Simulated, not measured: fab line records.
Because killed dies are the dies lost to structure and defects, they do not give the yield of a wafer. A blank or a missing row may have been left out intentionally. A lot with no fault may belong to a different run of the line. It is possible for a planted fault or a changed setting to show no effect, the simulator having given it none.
Matching of chambers ; flow nand_harc ; rie_diel-12 running NHARC_P_CONTACT_STRIP_28: 4 sister chambers
The step strips in O2. 16 wafers are shown with their chamber, then 8 later ones without.

== WAFERS PAIRED WITH THEIR CHAMBERS ==
wafer;chamber;showerhead_plenum_p_Torr (Torr);drypump_motor_current_A (A);oes_product_au (a.u.)
L075.2;0;3.64;5.7;0.996
L075.4;1;3.70;5.6;0.994
L075.6;3;3.52;4.9;0.997
L077.1;1;3.70;5.6;0.992
L077.2;3;3.52;4.8;0.987
L077.5;0;3.64;5.7;1.001
L079.1;0;3.64;5.7;1.001
L079.3;2;3.41;6.1;1.006
L079.6;2;3.41;6.1;1.003
L084.3;1;3.69;5.6;1.004
L084.5;1;3.69;5.6;1.000
L084.6;2;3.41;6.1;0.993
L088.2;0;3.63;5.7;1.002
L088.4;2;3.41;6.1;0.997
L088.5;2;3.41;6.1;1.007
L087.1;1;3.69;5.6;1.000

SIGNATURES (means of the wafers above)
reading;chamber 0;chamber 1;chamber 2;chamber 3;scatter within a chamber
showerhead_plenum_p_Torr;3.6375;3.6940;3.4100;3.5200;0.00403
drypump_motor_current_A;5.700;5.600;6.100;4.850;0.0204
oes_product_au;1.00000;0.99800;1.00120;0.99200;0.00511
Rule: distance of a wafer from a chamber = root of the sum over the readings of ((wafer's reading minus chamber's mean) / reading's scatter) squared. The wafer belongs to the nearest chamber; if the next one is less than 2 further off, it can't be placed. The scatter: take each reading less its chamber's mean, square it, sum over the shown wafers, divide by the number of wafers less the number of chambers, and take the root.

== WAFERS WITHOUT THEIR CHAMBER ==
wafer;showerhead_plenum_p_Torr (Torr);drypump_motor_current_A (A);oes_product_au (a.u.)
L087.4;3.63;5.7;0.990
L087.5;3.63;5.7;1.000
L092.2;3.63;5.7;1.005
L092.3;3.69;5.6;1.000
L092.6;3.63;5.7;0.992
L094.2;3.40;6.1;1.016
L094.3;3.69;5.6;1.004
L094.4;3.52;4.8;1.010

== CHAMBER TAKEN BY EACH ==
wafer;from the rows above;in truth
L087.4;0;0
L087.5;0;0
L092.2;0;0
L092.3;1;1
L092.6;0;0
L094.2;2;2
L094.3;1;1
L094.4;3;3
8 of 8 placed correctly. Number that these rows cannot place: 0. 0 placed wrongly.
